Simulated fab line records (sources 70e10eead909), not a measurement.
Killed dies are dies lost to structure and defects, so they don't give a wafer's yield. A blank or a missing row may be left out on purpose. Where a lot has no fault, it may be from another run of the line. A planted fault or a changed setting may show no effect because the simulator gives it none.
Shared-tool check | flow nand harc | 7 lots, 19 wafers sampled

WHY IT WAS OPENED
Flagged at NHARC_END_SORT_01: reading killed at periphery, on 2 of 7 lots. No-fault wafers: 4.0, standard deviation 3.
Rule: flag the lot when none of its wafers has a number, or when each of its wafers that has one lies beyond 4 standard deviations from that mean. The other lots count as sound.

lot  | measured     | on        | killed at periphery, wafer by wafer | flag
L962 | day 25 02:03 | prober-02 | 2 6 2                               |
L963 | day 25 12:42 | prober-02 | 11 4 5                              |
L965 | day 26 06:44 | prober-02 | 77 66 71                            | FLAGGED
L966 | day 26 23:45 | prober-01 | 65 74 64                            | FLAGGED
L968 | day 27 09:07 | prober-01 | 3                                   |
L975 | day 30 19:30 | prober-02 | 4 7 4                               |
L983 | day 33 21:07 | prober-01 | 4 4 0                               |
The mean of the flagged lots' numbers is 69.5, +65.5 from the usual (+22 standard deviations).

LOT BY LOT: THE TOOL USED
The record holds 4 process steps before the reading, out of a route of 1302 steps. Read each cell as the tool, then ch plus the chambers that the sampled wafers visited, then the start.
lot  | flag    | NHARC_P_BONDPAD_DEP_00          | NHARC_THIN_TSV_ETCHBACK_48         | NHARC_THIN_TSV_PVD_51                   | NHARC_THIN_TSV_PRE_CLEAN_54
L962 |         | pecvd-01 ch 0,1, day 7 07:20    | rie diel-06 ch 0,2,3, day 24 12:35 | pvd sputter-03, day 24 15:09 or earlier | pvd sputter-03, day 24 15:09
L963 |         | pecvd-01 ch 1,2, day 7 20:35    | rie diel-05 ch 1,2,3, day 24 23:52 | pvd sputter-01, day 25 02:33 or earlier | pvd sputter-01, day 25 02:33
L965 | FLAGGED | pecvd-01 ch 0,1, day 8 13:25    | rie diel-06 ch 2,3, day 25 17:17   | pvd sputter-02, day 25 19:52 or earlier | pvd sputter-02, day 25 19:52
L966 | FLAGGED | pecvd-01 ch 0,1, day 9 02:05    | rie diel-05 ch 1,2, day 26 10:16   | pvd sputter-01, day 26 12:55 or earlier | pvd sputter-03, day 26 12:55
L968 |         | pecvd-04 ch 0,1,2, day 10 00:32 | rie diel-05 ch 0,3, day 26 18:49   | pvd sputter-02, day 26 21:25 or earlier | pvd sputter-01, day 26 21:25
L975 |         | pecvd-02 ch 1,2, day 12 17:18   | rie diel-06 ch 0,2,3, day 30 05:35 | pvd sputter-01, day 30 08:10 or earlier | pvd sputter-01, day 30 08:10
L983 |         | pecvd-02 ch 0,1,2, day 16 04:10 | rie diel-06 ch 1,3, day 33 07:19   | pvd sputter-01, day 33 09:59 or earlier | pvd sputter-01, day 33 09:59
What these steps do:
- NHARC_P_BONDPAD_DEP_00: deposits SiCN, target thk 250 nm.
- NHARC_THIN_TSV_ETCHBACK_48: etches the open film in C4F8/Ar, target depth 1028.5 nm, time 405.17 s.
- NHARC_THIN_TSV_PVD_51: deposits Cu, target thk 100 nm.
- NHARC_THIN_TSV_PRE_CLEAN_54: time 30 s.
- NHARC_END_SORT_01

FLAGGED OVER TOTAL, TOOL BY TOOL (the gauges that took the reading come last)
step                        | tool           | lots run | flagged | share of the flagged lots | sound lots run after its first flagged lot
NHARC_P_BONDPAD_DEP_00      | pecvd-01       | 4        | 2       | all                       | 0
NHARC_P_BONDPAD_DEP_00      | pecvd-02       | 2        | 0       | none                      | -
NHARC_P_BONDPAD_DEP_00      | pecvd-04       | 1        | 0       | none                      | -
NHARC_THIN_TSV_ETCHBACK_48  | rie diel-05    | 3        | 1       | some                      | 1 (L968)
NHARC_THIN_TSV_ETCHBACK_48  | rie diel-06    | 4        | 1       | some                      | 2 (L975,L983)
NHARC_THIN_TSV_PVD_51       | pvd sputter-01 | 4        | 1       | some                      | 2 (L975,L983)
NHARC_THIN_TSV_PVD_51       | pvd sputter-02 | 2        | 1       | some                      | 1 (L968)
NHARC_THIN_TSV_PVD_51       | pvd sputter-03 | 1        | 0       | none                      | -
NHARC_THIN_TSV_PRE_CLEAN_54 | pvd sputter-01 | 4        | 0       | none                      | -
NHARC_THIN_TSV_PRE_CLEAN_54 | pvd sputter-02 | 1        | 1       | some                      | 0
NHARC_THIN_TSV_PRE_CLEAN_54 | pvd sputter-03 | 2        | 1       | some                      | 0
NHARC_END_SORT_01           | prober-01      | 3        | 1       | some                      | 2 (L968,L983)
NHARC_END_SORT_01           | prober-02      | 4        | 1       | some                      | 1 (L975)
NHARC_THIN_TSV_PVD_51 gives no start for some lots, so the hours and the order of its lots are those of NHARC_THIN_TSV_PRE_CLEAN_54.

WHAT THE TABLE ALLOWS
All flagged lots share 1 row of the table, namely pecvd-01 at NHARC_P_BONDPAD_DEP_00.
- pecvd-01 at NHARC_P_BONDPAD_DEP_00: 2 of its 4 lots flagged. Its last sound lot is L963 (day 7 20:35), its first flagged lot L965 (day 8 13:25): a fault that began between those two fits.
pecvd-01 at NHARC_P_BONDPAD_DEP_00 is the single tool remaining.

WHAT THE SIMULATOR HAD INSERTED
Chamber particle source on pecvd-01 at NHARC_P_BONDPAD_DEP_00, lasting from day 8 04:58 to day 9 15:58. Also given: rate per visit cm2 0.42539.
Lots struck among those shown: L965, L966. The rule above found the same.
